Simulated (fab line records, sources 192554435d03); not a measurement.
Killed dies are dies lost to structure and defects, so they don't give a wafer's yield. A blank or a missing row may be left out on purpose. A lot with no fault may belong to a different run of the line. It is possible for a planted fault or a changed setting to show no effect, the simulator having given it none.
Which tool did it? || flow n5Finfet || 30 wafers from 10 lots sampled at 4 of the route's 1938 steps

== WHAT THE GAUGES READ, wafer by wafer ==
N5_BEOL_M5_CD_MEAS_11 targets a cd of 27.74 nm.
{"lot": "L726", "measured": "day 8 10:22", "on": "cdSem-01", "cdNm (nm)": "27.8 28.0 27.9"}
{"lot": "L727", "measured": "day 8 13:52", "on": "cdSem-03", "cdNm (nm)": "28.7 28.0 28.6"}
{"lot": "L733", "measured": "day 9 18:57", "on": "cdSem-03", "cdNm (nm)": "27.4 27.5 27.7"}
{"lot": "L735", "measured": "day 10 11:58", "on": "cdSem-02", "cdNm (nm)": "28.1 28.0 28.0"}
{"lot": "L736", "measured": "day 10 19:35", "on": "cdSem-02", "cdNm (nm)": "28.3 27.8 28.1"}
{"lot": "L738", "measured": "day 11 15:46", "on": "cdSem-01", "cdNm (nm)": "27.8 27.9 27.9"}
{"lot": "L739", "measured": "day 11 16:12", "on": "cdSem-02", "cdNm (nm)": "28.1 28.6 28.9"}
{"lot": "L746", "measured": "day 13 05:26", "on": "cdSem-02", "cdNm (nm)": "28.2 28.2 28.2"}
{"lot": "L747", "measured": "day 14 00:01", "on": "cdSem-01", "cdNm (nm)": "27.9 27.9 27.9"}
{"lot": "L748", "measured": "day 14 06:17", "on": "cdSem-01", "cdNm (nm)": "28.2 28.3 28.1"}

N5_BEOL_M5_OVL_MEAS_12.
{"lot": "L726", "measured": "day 8 10:23", "on": "overlay-01", "M5_OVL (nm)": "1.0 0.4 -0.4"}
{"lot": "L727", "measured": "day 8 13:55", "on": "overlay-02", "M5_OVL (nm)": "0.6 0.5 1.0"}
{"lot": "L733", "measured": "day 9 18:59", "on": "overlay-01", "M5_OVL (nm)": "0.7 0.4 1.0"}
{"lot": "L735", "measured": "day 10 11:59", "on": "overlay-02", "M5_OVL (nm)": "-0.6 -1.3 -0.2"}
{"lot": "L736", "measured": "day 10 19:38", "on": "overlay-02", "M5_OVL (nm)": "0.1 0.1 0.4"}
{"lot": "L738", "measured": "day 11 15:47", "on": "overlay-02", "M5_OVL (nm)": "-0.3 0.8 0.5"}
{"lot": "L739", "measured": "day 11 16:14", "on": "overlay-01", "M5_OVL (nm)": "0.1 0.1 -0.3"}
{"lot": "L746", "measured": "day 13 05:29", "on": "overlay-01", "M5_OVL (nm)": "0.4 0.5 0.5"}
{"lot": "L747", "measured": "day 14 00:04", "on": "overlay-02", "M5_OVL (nm)": "0.2 1.1 0.2"}
{"lot": "L748", "measured": "day 14 06:20", "on": "overlay-02", "M5_OVL (nm)": "0.6 0.3 -0.4"}

N5_BEOL_M5_CD_MEAS_28: target cd 30.6 nm, target cd y 20 nm.
{"lot": "L726", "measured": "day 8 12:57", "on": "cdSem-03", "cdNm (nm)": "30.35 30.73 30.49"}
{"lot": "L727", "measured": "day 8 16:34", "on": "cdSem-01", "cdNm (nm)": "30.97 30.64 30.79"}
{"lot": "L733", "measured": "day 9 23:29", "on": "cdSem-03", "cdNm (nm)": "30.83 30.37 30.70"}
{"lot": "L735", "measured": "day 10 12:57", "on": "cdSem-03", "cdNm (nm)": "30.81 30.58 30.87"}
{"lot": "L736", "measured": "day 10 21:51", "on": "cdSem-02", "cdNm (nm)": "30.02 30.68 30.53"}
{"lot": "L738", "measured": "day 11 17:11", "on": "cdSem-02", "cdNm (nm)": "30.51 30.38 30.20"}
{"lot": "L739", "measured": "day 11 17:21", "on": "cdSem-03", "cdNm (nm)": "30.54 30.47 30.36"}
{"lot": "L746", "measured": "day 13 08:10", "on": "cdSem-03", "cdNm (nm)": "31.22 31.18 31.87"}
{"lot": "L747", "measured": "day 14 01:02", "on": "cdSem-02", "cdNm (nm)": "31.74 31.26 31.51"}
{"lot": "L748", "measured": "day 14 07:32", "on": "cdSem-01", "cdNm (nm)": "30.92 30.82 30.88"}

== WHAT TOOL EACH LOT RAN ON (gives the tool, then ch and the chambers of the sampled wafers, and finally the start) ==
{"lot": "L726", "N5_BEOL_M5_EXPOSE_25": "euvScanner-01 ch 0, day 8 12:48"}
{"lot": "L727", "N5_BEOL_M5_EXPOSE_25": "euvScanner-02 ch 0, day 8 16:26"}
{"lot": "L733", "N5_BEOL_M5_EXPOSE_25": "euvScanner-01 ch 0, day 9 23:21"}
{"lot": "L735", "N5_BEOL_M5_EXPOSE_25": "euvScanner-02 ch 0, day 10 12:49"}
{"lot": "L736", "N5_BEOL_M5_EXPOSE_25": "euvScanner-02 ch 0, day 10 21:43"}
{"lot": "L738", "N5_BEOL_M5_EXPOSE_25": "euvScanner-02 ch 0, day 11 17:02"}
{"lot": "L739", "N5_BEOL_M5_EXPOSE_25": "euvScanner-02 ch 0, day 11 17:13"}
{"lot": "L746", "N5_BEOL_M5_EXPOSE_25": "euvScanner-02 ch 0, day 13 08:02"}
{"lot": "L747", "N5_BEOL_M5_EXPOSE_25": "euvScanner-02 ch 0, day 14 00:54"}
{"lot": "L748", "N5_BEOL_M5_EXPOSE_25": "euvScanner-01 ch 0, day 14 07:25"}
- N5_BEOL_M5_EXPOSE_25: exposes mask V4, defocus 10 nm.

== AS READ BY THE TOOLS THEMSELVES (means over the sampled wafers that have a number; for cases with no such wafer, the mark the record gives instead) ==
N5_BEOL_M5_EXPOSE_25.
{"lot": "L726", "tool": "euvScanner-01", "exposureDoseMJCm2": 52.63, "stageMsdNm (nm)": 0.823}
{"lot": "L727", "tool": "euvScanner-02", "exposureDoseMJCm2": 52.96, "stageMsdNm (nm)": 0.809}
{"lot": "L733", "tool": "euvScanner-01", "exposureDoseMJCm2": 52.58, "stageMsdNm (nm)": 0.822}
{"lot": "L735", "tool": "euvScanner-02", "exposureDoseMJCm2": 52.97, "stageMsdNm (nm)": 0.811}
{"lot": "L736", "tool": "euvScanner-02", "exposureDoseMJCm2": 52.99, "stageMsdNm (nm)": 0.811}
{"lot": "L738", "tool": "euvScanner-02", "exposureDoseMJCm2": 52.88, "stageMsdNm (nm)": 0.814}
{"lot": "L739", "tool": "euvScanner-02", "exposureDoseMJCm2": 53.02, "stageMsdNm (nm)": 0.816}
{"lot": "L746", "tool": "euvScanner-02", "exposureDoseMJCm2": 55.03, "stageMsdNm (nm)": 0.832}
{"lot": "L747", "tool": "euvScanner-02", "exposureDoseMJCm2": 54.60, "stageMsdNm (nm)": 0.840}
{"lot": "L748", "tool": "euvScanner-01", "exposureDoseMJCm2": 52.52, "stageMsdNm (nm)": 0.830}

== THE ANSWER, worked out from the rows above alone ==
Rule: the usual values come from the lots themselves. The widest of any qualifying gaps counts: lots, ordered by their means at a reading, are off when they make up no more than a third of the lots, leave a main group of 4 or more, and stand apart from it by 3 or more times the standard deviation of that group's means. If all means in a main group match to the digits the tables above print for the reading, that group is not used. A lot without any number at a reading at which 4 lots or more have one is off too. Where the step has rows for the other lots, those lots are counted as sound. First the gauges in route order, then the tools' own readings, where a lot's mean is used as printed above. At the first step where some lot is off, the reading lying furthest off is the one used; lots without a number count as furthest.
Off: L746, L747, at N5_BEOL_M5_CD_MEAS_28 (cdNm). The main group has a mean of 30.60 nm with a standard deviation of 0.18.
If a tool, at a process step before that reading, ran all the lots that are off and no sound lot after the first of them, it fits. Not tried: the gauges at N5_BEOL_M5_CD_MEAS_28; whatever is off there is also off at N5_BEOL_M5_EXPOSE_25, on other tools, and gauge error can't account for it. One fits: N5_BEOL_M5_EXPOSE_25 on euvScanner-02. A fault onset in the window from L739 (day 11 17:13, its last sound lot) to L746 (day 13 08:02, its first lot off) fits.
The tool's own readings at N5_BEOL_M5_EXPOSE_25 bear it out: on the lots that are off they differ by more than 5 times the standard deviation of the sound lots' means. exposureDoseMJCm2 reads 54.81 there against 52.82 on the sound lots.

== WHAT HAD BEEN PUT IN BY THE SIMULATOR ==
Process parameter drift: euvScanner-02, from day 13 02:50 on, at N5_BEOL_M5_EXPOSE_25. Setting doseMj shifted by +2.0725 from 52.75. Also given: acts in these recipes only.
Shown lots that were struck: L746, L747. The rule above found the same.
